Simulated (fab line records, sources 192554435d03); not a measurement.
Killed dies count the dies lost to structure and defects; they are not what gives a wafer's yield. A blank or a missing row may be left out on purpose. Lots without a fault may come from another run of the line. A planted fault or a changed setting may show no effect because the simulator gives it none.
Chamber matching + flow n5Finfet + uvCure-02 running N5_BEOL_M8_CURE_75: 3 sister chambers
The step cures SiCOH lowk, time 120 s. 22 wafers are shown with their chamber, then 11 later ones without.

WAFERS WITH THEIR CHAMBER
| wafer  | chamber | lampPowerPct (%) | wafer_temp_C_max |
|--------|---------|------------------|------------------|
| L075.3 | 2       | 52.35            | 370.8            |
| L075.4 | 2       | 52.28            | 371.1            |
| L075.6 | 2       | 52.35            | 371.2            |
| L077.1 | 0       | 52.33            | 371.1            |
| L077.2 | 0       | 52.33            | 370.7            |
| L077.3 | 0       | 52.26            | 371.1            |
| L078.1 | 1       | 52.35            | 370.8            |
| L078.5 | 1       | 52.34            | 371.1            |
| L078.6 | 1       | 52.39            | 371.0            |
| L080.3 | 2       | 52.27            | 370.6            |
| L080.4 | 2       | 52.34            | 370.9            |
| L080.6 | 2       | 52.23            | 370.6            |
| L084.1 | 2       | 52.32            | 371.3            |
| L084.3 | 2       | 52.38            | 370.7            |
| L084.5 | 2       | 52.28            | 370.6            |
| L085.1 | 1       | 52.24            | 370.7            |
| L085.3 | 1       | 52.32            | 371.1            |
| L085.4 | 1       | 52.33            | 370.8            |
| L089.1 | 2       | 52.31            | 371.4            |
| L089.4 | 2       | 52.40            | 371.3            |
| L089.6 | 2       | 52.36            | 371.3            |
| L088.2 | 1       | 52.38            | 371.4            |

SIGNATURES (means of the wafers above)
| reading          | chamber 0 | chamber 1 | chamber 2 | scatter within a chamber |
|------------------|-----------|-----------|-----------|--------------------------|
| lampPowerPct     | 52.3067   | 52.3357   | 52.3225   | 0.0489                   |
| wafer_temp_C_max | 370.967   | 370.986   | 370.983   | 0.286                    |
Rule: a wafer's distance from a chamber is the root of the sum, over the readings, of the square of ((its reading less the chamber's mean) divided by the reading's scatter). The wafer belongs to the nearest chamber; if the next one is less than 2 further off, it can't be placed. The scatter is the square root of a quotient: the sum, over the shown wafers, of each reading's squared deviation from its chamber's mean, divided by wafers minus chambers.

WAFERS MISSING THEIR CHAMBER
| wafer  | lampPowerPct (%) | wafer_temp_C_max |
|--------|------------------|------------------|
| L088.5 | 52.27            | 371.0            |
| L088.6 | 52.29            | 370.5            |
| L090.2 | 52.34            | 371.7            |
| L090.4 | 52.28            | 371.4            |
| L090.5 | 52.22            | 371.2            |
| L091.2 | 52.26            | 370.7            |
| L091.5 | 52.28            | 371.2            |
| L091.6 | 52.38            | 371.4            |
| L096.3 | 52.32            | 371.0            |
| L096.4 | 52.23            | 371.0            |
| L096.6 | 52.36            | 370.7            |

THE CHAMBER EACH PASSED THROUGH
| wafer  | from the rows above          | in truth |
|--------|------------------------------|----------|
| L088.5 | can't be placed: 0 or 2 or 1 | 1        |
| L088.6 | can't be placed: 0 or 2 or 1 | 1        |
| L090.2 | can't be placed: 1 or 2 or 0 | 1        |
| L090.4 | can't be placed: 0 or 2 or 1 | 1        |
| L090.5 | can't be placed: 0 or 2 or 1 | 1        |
| L091.2 | can't be placed: 0 or 2 or 1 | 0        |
| L091.5 | can't be placed: 0 or 2 or 1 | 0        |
| L091.6 | can't be placed: 1 or 2 or 0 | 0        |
| L096.3 | can't be placed: 2 or 0 or 1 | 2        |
| L096.4 | can't be placed: 0 or 2 or 1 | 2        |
| L096.6 | can't be placed: 1 or 2 or 0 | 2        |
Placed correctly: 0 of 11. These rows do not allow placing 11 (true chamber among the candidates in 11). Number placed wrongly: 0.
